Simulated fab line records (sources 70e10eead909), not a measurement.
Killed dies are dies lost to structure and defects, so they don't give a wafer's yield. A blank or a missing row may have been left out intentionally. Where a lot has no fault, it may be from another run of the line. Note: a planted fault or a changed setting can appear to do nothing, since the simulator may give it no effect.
fab line records	flow nand-harc
record lots=14	wafers=42	last-day=33
route steps=1302 shown A_CHANNEL_FILL_D1@513 A_DECK1_JOINT@544 A_ONON_D2@546
lots that met no fault: from a run of the same line without faults
start-h: start of the lot's first displayed wafer, in hours after the record's first day	wait-h: hours since the lot's step before	" the same as in the row above	L1.1+2: a row that stands for several wafers	- no value present, or no start provided	* or withheld: withheld	< > ~ a bound
route shown NAME@n: a module of which the file shows steps, and the number in the route of the first	usual: mean and standard deviation over wafers with no fault	same: alike in all rows	chamber/n: place in a boat	sites: readings site by site	_std_site: standard deviation of those values	_edge_site: mean of outer sites minus mean of inner sites	radius-mm: how far each site lies from the wafer's centre	mask NAME#n: copy n	behind: the last tool/chamber to shape the wafer	hold: what put the lot on hold/how long, in hours/how the hold closed	device: the n, p or np transistor that did not switch	end of line: tests run on the same wafers once the route is complete	for a step that has no rows: nothing shown but its recipe	killed: count of dies lost to structure and defects at first sort (not the wafer's yield)	map: a wafer's dies, x killed, . not, _ none there
set.NAME: the setting the step ran with; set.NAME@STEP: the setting that earlier step ran with	model.NAME: the simulator's own value behind a step, which no gauge read
a sample of lots followed through the steps of the route, with each step as a table and each wafer as a row
services: when a tool's chamber went out of use (start-h, in hours from the record's first day, below 0 if earlier), for how many hours, and the reason
## steps
# step NHARC_A_CHANNEL_FILL_D1_CMP_10
# recipe target-thk-nm=150
# usual motor-current-A=12.2/0.98	time-to-endpoint-s=15.4/2.5
lot.wafer	tool	chamber	start-h	wait-h	motor-current-A	time-to-endpoint-s
L368.2	cmp-03	0	242.12	0.4	14.3	14.8
L368.3	"	1	"	"	13.9	20.4
L368.5	"	0	"	"	13.3	20.1
L367.1	cmp-04	3	245.56	0.4	11.2	20.5
L367.6	"	2	"	"	12.6	16.5
L367.5	"	3	"	"	12.1	20.2
L370.4	cmp-02	3	257.84	0.4	12.1	15.6
L370.3	"	0	"	"	13.6	17.3
L370.1	"	2	"	"	12.4	16.2
L371.1	cmp-03	2	277.39	0.4	11.8	18.1
L371.2	"	3	"	"	12.3	14.3
L371.5	"	0	"	"	14.3	15.2
L372.2	cmp-02	3	284.34	0.4	12.1	17.5
L372.1	"	1	"	"	11.4	15.8
L372.5	"	2	"	"	11.9	14.5
L374.4	cmp-04	0	306.11	0.4	10.7	9.9
L374.2	"	1	"	"	11.4	12.5
L374.6	"	3	"	"	12.1	15.1
L375.2	cmp-02	2	311.60	0.4	11.8	13.8
L375.1	"	0	"	"	12.7	13.9
L375.5	"	2	"	"	11.9	17.2
L373.3	cmp-04	2	311.61	0.4	12.9	13.9
L373.2	"	3	"	"	12.0	15.3
L373.5	"	2	"	"	12.5	15.7
L377.4	cmp-04	2	334.37	0.4	12.1	14.0
L377.3	"	0	"	"	10.2	11.2
L377.5	"	2	"	"	12.8	12.6
L378.4	cmp-03	1	334.52	0.5	13.8	17.0
L378.2	"	3	"	"	11.6	14.4
L378.6	"	2	"	"	11.6	16.1
L386.1	cmp-02	3	425.60	0.4	11.8	10.9
L386.4	"	0	"	"	12.9	13.9
L386.2	"	1	"	"	12.0	9.5
L387.1	cmp-02	1	450.03	0.4	11.8	11.8
L387.2	"	0	"	"	13.2	12.9
L387.6	"	1	"	"	11.6	11.4
L388.3	cmp-03	0	450.06	0.4	12.8	17.2
L388.4	"	2	"	"	11.4	16.1
L388.6	"	0	"	"	13.5	16.4
L390.3	cmp-04	2	479.74	0.4	12.1	17.7
L390.4	"	3	"	"	11.3	18.3
L390.5	"	2	"	"	12.9	17.8
# step NHARC_A_DECK1_JOINT_INSPECT_05
# usual raw-defect-count=329/150
lot.wafer	tool	chamber	start-h	wait-h	raw-defect-count
L368.2	defect-inspect-01	-	274.05	0.0	331
L368.3	"	-	"	"	301
L368.5	"	-	"	"	288
L367.1	defect-inspect-02	-	280.68	0.0	421
L367.5	"	-	"	"	262
L367.6	"	-	"	"	202
L370.1	defect-inspect-02	-	293.61	0.0	321
L370.3	"	-	"	"	414
L370.4	"	-	"	"	310
L371.1	defect-inspect-01	-	312.16	0.0	861
L371.2	"	-	"	"	812
L371.5	"	-	"	"	1101
L372.1	defect-inspect-01	-	331.32	0.0	423
L372.2	"	-	"	"	269
L372.5	"	-	"	"	220
L374.2	defect-inspect-02	-	343.97	0.0	269
L374.4	"	-	"	"	318
L374.6	"	-	"	"	266
L373.2	defect-inspect-01	-	345.42	0.0	287
L373.3	"	-	"	"	217
L373.5	"	-	"	"	163
L375.1	defect-inspect-01	-	345.52	0.0	222
L375.2	"	-	"	"	278
L375.5	"	-	"	"	439
L377.3	defect-inspect-01	-	366.95	0.0	317
L377.4	"	-	"	"	233
L377.5	"	-	"	"	214
L378.2	defect-inspect-02	-	366.97	0.0	296
L378.4	"	-	"	"	225
L378.6	"	-	"	"	489
L386.1	defect-inspect-01	-	457.50	0.0	250
L386.2	"	-	"	"	155
L386.4	"	-	"	"	366
L387.1	defect-inspect-01	-	485.61	0.0	142
L387.2	"	-	"	"	285
L387.6	"	-	"	"	251
L388.3	defect-inspect-01	-	485.78	0.0	155
L388.4	"	-	"	"	286
L388.6	"	-	"	"	146
L390.3	defect-inspect-01	-	513.77	0.0	258
L390.4	"	-	"	"	249
L390.5	"	-	"	"	191
# step NHARC_A_ONON_D2_THK_MEAS_02
# recipe thk-meas-gauge=ellipsometry
# usual thk-nm=1000/9.6
lot.wafer	tool	chamber	start-h	wait-h	thk-nm
L368.2	film-metro-02	-	274.63	-	1010
L368.3	"	-	"	"	1013
L368.5	"	-	"	"	1012
L367.1	film-metro-01	-	281.26	-	993
L367.5	"	-	"	"	993
L367.6	"	-	"	"	994
L370.1	film-metro-02	-	294.19	-	993
L370.3	"	-	"	"	994
L370.4	"	-	"	"	994
L371.1	film-metro-01	-	312.74	-	1006
L371.2	"	-	"	"	1006
L371.5	"	-	"	"	1006
L372.1	film-metro-01	-	331.90	-	998
L372.2	"	-	"	"	994
L372.5	"	-	"	"	994
L374.2	film-metro-02	-	344.55	-	996
L374.4	"	-	"	"	997
L374.6	"	-	"	"	997
L373.2	film-metro-02	-	346.00	-	1020
L373.3	"	-	"	"	1021
L373.5	"	-	"	"	1021
L375.1	film-metro-01	-	346.10	-	1002
L375.2	"	-	"	"	1004
L375.5	"	-	"	"	1002
L377.3	film-metro-01	-	367.53	-	991
L377.4	"	-	"	"	991
L377.5	"	-	"	"	993
L378.2	film-metro-02	-	367.54	-	1000
L378.4	"	-	"	"	1002
L378.6	"	-	"	"	1003
L386.1	film-metro-01	-	458.07	-	998
L386.2	"	-	"	"	998
L386.4	"	-	"	"	998
L387.1	film-metro-02	-	486.18	-	992
L387.2	"	-	"	"	989
L387.6	"	-	"	"	991
L388.3	film-metro-01	-	486.35	-	1016
L388.4	"	-	"	"	1017
L388.6	"	-	"	"	1017
L390.3	film-metro-01	-	514.35	-	1004
L390.4	"	-	"	"	1004
L390.5	"	-	"	"	1004
# step NHARC_A_ONON_D2_DEP_19
# recipe target-thk-a=10000	n2-flow-sccm=2750	n2o-flow-sccm=2000	nh3-flow-sccm=500	sih4-flow-sccm=210	temp-c=400
# usual nh3-flow-sccm=500.2/1.5
lot.wafer	tool	chamber	start-h	wait-h	nh3-flow-sccm
L368.2	pecvd-onon-03	0	284.73	0.1	496.8
L368.3	"	0	"	"	498.7
L368.5	"	0	"	"	498.7
L367.1	pecvd-onon-03	0	291.79	0.1	498.1
L367.5	"	0	"	"	498.8
L367.6	"	0	"	"	500.1
L370.1	pecvd-onon-02	0	304.27	0.1	502.5
L370.3	"	0	"	"	502.0
L370.4	"	0	"	"	502.4
L371.1	pecvd-onon-03	0	323.26	0.1	499.9
L371.2	"	0	"	"	501.2
L371.5	"	0	"	"	501.0
L372.1	pecvd-onon-03	0	343.31	0.1	498.3
L372.2	"	0	"	"	499.4
L372.5	"	0	"	"	498.5
L375.1	pecvd-onon-03	0	354.56	0.1	500.5
L375.2	"	0	"	"	498.0
L375.5	"	0	"	"	499.5
L373.2	pecvd-onon-04	0	354.62	0.1	502.3
L373.3	"	0	"	"	502.0
L373.5	"	0	"	"	503.9
L374.2	pecvd-onon-02	0	354.63	0.1	498.7
L374.4	"	0	"	"	500.5
L374.6	"	0	"	"	499.6
L378.2	pecvd-onon-03	0	377.25	0.1	498.6
L378.4	"	0	"	"	498.6
L378.6	"	0	"	"	502.1
L377.3	pecvd-onon-03	0	377.66	0.2	498.5
L377.4	"	0	"	"	500.2
L377.5	"	0	"	"	499.3
L386.1	pecvd-onon-03	0	467.77	0.1	500.5
L386.2	"	0	"	"	500.7
L386.4	"	0	"	"	498.7
L387.1	pecvd-onon-02	0	496.25	0.1	501.6
L387.2	"	0	"	"	501.6
L387.6	"	0	"	"	499.5
L388.3	pecvd-onon-03	0	496.37	0.2	498.8
L388.4	"	0	"	"	498.7
L388.6	"	0	"	"	499.8
L390.3	pecvd-onon-02	0	526.62	0.2	500.8
L390.4	"	0	"	"	497.0
L390.5	"	0	"	"	497.7
# step NHARC_A_ONON_D2_THK_MEAS_21
# recipe thk-meas-gauge=ellipsometry
# usual thk-nm=1004/9.9
lot.wafer	tool	chamber	start-h	wait-h	thk-nm
L368.2	film-metro-01	-	285.18	-	1005
L368.3	"	-	"	"	1004
L368.5	"	-	"	"	1005
L367.1	film-metro-01	-	292.30	-	1009
L367.5	"	-	"	"	1008
L367.6	"	-	"	"	1009
L370.1	film-metro-01	-	304.78	-	995
L370.3	"	-	"	"	996
L370.4	"	-	"	"	996
L371.1	film-metro-02	-	323.77	-	996
L371.2	"	-	"	"	994
L371.5	"	-	"	"	993
L372.1	film-metro-02	-	343.82	-	1005
L372.2	"	-	"	"	1004
L372.5	"	-	"	"	1004
L375.1	film-metro-02	-	355.07	-	1013
L375.2	"	-	"	"	1012
L375.5	"	-	"	"	1011
L373.2	film-metro-02	-	355.07	-	1013
L373.3	"	-	"	"	1013
L373.5	"	-	"	"	1014
L374.2	film-metro-02	-	355.08	-	1008
L374.4	"	-	"	"	1008
L374.6	"	-	"	"	1009
L378.2	film-metro-01	-	377.70	-	1018
L378.4	"	-	"	"	1016
L378.6	"	-	"	"	1018
L377.3	film-metro-01	-	378.06	-	1008
L377.4	"	-	"	"	1008
L377.5	"	-	"	"	1010
L386.1	film-metro-02	-	468.28	-	1002
L386.2	"	-	"	"	590
L386.4	"	-	"	"	587
L388.3	film-metro-02	-	496.77	-	992
L388.4	"	-	"	"	579
L388.6	"	-	"	"	991
L387.1	film-metro-01	-	496.77	-	1015
L387.2	"	-	"	"	1015
L387.6	"	-	"	"	1015
L390.3	film-metro-01	-	527.02	-	1007
L390.4	"	-	"	"	1008
L390.5	"	-	"	"	1009
## services
tool	chamber	start-h	hours	kind
pecvd-onon-03	-	227.00	13.0	pm
cmp-02	-	233.16	4.0	pm
cmp-02	-	245.36	4.0	repair
cmp-04	-	251.53	4.0	pm
cmp-03	-	256.30	0.3	repair
cmp-03	-	260.47	4.0	pm
cmp-04	-	276.57	4.8	repair
cmp-04	-	300.47	0.4	repair
cmp-04	-	323.74	6.1	repair
cmp-02	-	331.16	4.0	pm
cmp-04	-	349.53	4.0	pm
cmp-02	-	355.33	2.1	repair
cmp-03	-	358.47	4.0	pm
pecvd-onon-02	-	366.16	13.0	pm
cmp-04	-	367.30	1.0	repair
cmp-03	-	368.54	2.8	repair
cmp-03	-	389.62	4.3	repair
pecvd-onon-03	-	408.00	13.0	pm
cmp-03	-	412.22	3.3	repair
cmp-02	-	429.16	4.0	pm
cmp-04	-	447.53	4.0	pm
cmp-02	-	473.31	3.3	repair
cmp-04	-	476.94	0.5	repair
cmp-02	-	479.38	0.9	repair
## key
first-sign step=NHARC_A_ONON_D2_THK_MEAS_21	reading=thk-nm	direction=down	sigmas=42	usual=1004	struck=585
effect none on later readings
met-at NHARC_A_ONON_D2_DEP_19
struck-lots L386,L388
struck-wafers L386.2,L386.4,L388.4
later-rows-left-out L386.2,L386.4,L388.4
sort-left-out L386.2,L386.4,L388.4
tester-left-out L386,L388
not-acting-at NHARC_A_CHANNEL_FILL_D1_CMP_10,NHARC_A_DECK1_JOINT_INSPECT_05,NHARC_A_ONON_D2_THK_MEAS_02
onset-between 377.66 467.77
fault kind=process-parameter-drift	tool=pecvd-onon-03	chamber=-	onset-h=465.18	steps=NHARC_A_ONON_D2_DEP_19	channel=target-thk-a	offset=*	shape=step	end-h=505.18	scope=struck-wafers-only	acts-in=*	stated=*
# tester-left-out: of these lots the tester's yield and bins aren't shown, on N5 and GAA mostly nor the transistor test; their killed dies are dies lost to structure and defects alone, not to doping, threshold or leakage, so they don't give the yield
# sort-left-out: the simulated sort isn't trusted on such a fault, so these wafers' sort isn't shown, and their yield isn't known
# later-rows-left-out: the simulator's readings of these wafers behind a module that went badly wrong aren't trusted and aren't shown, but for the sort
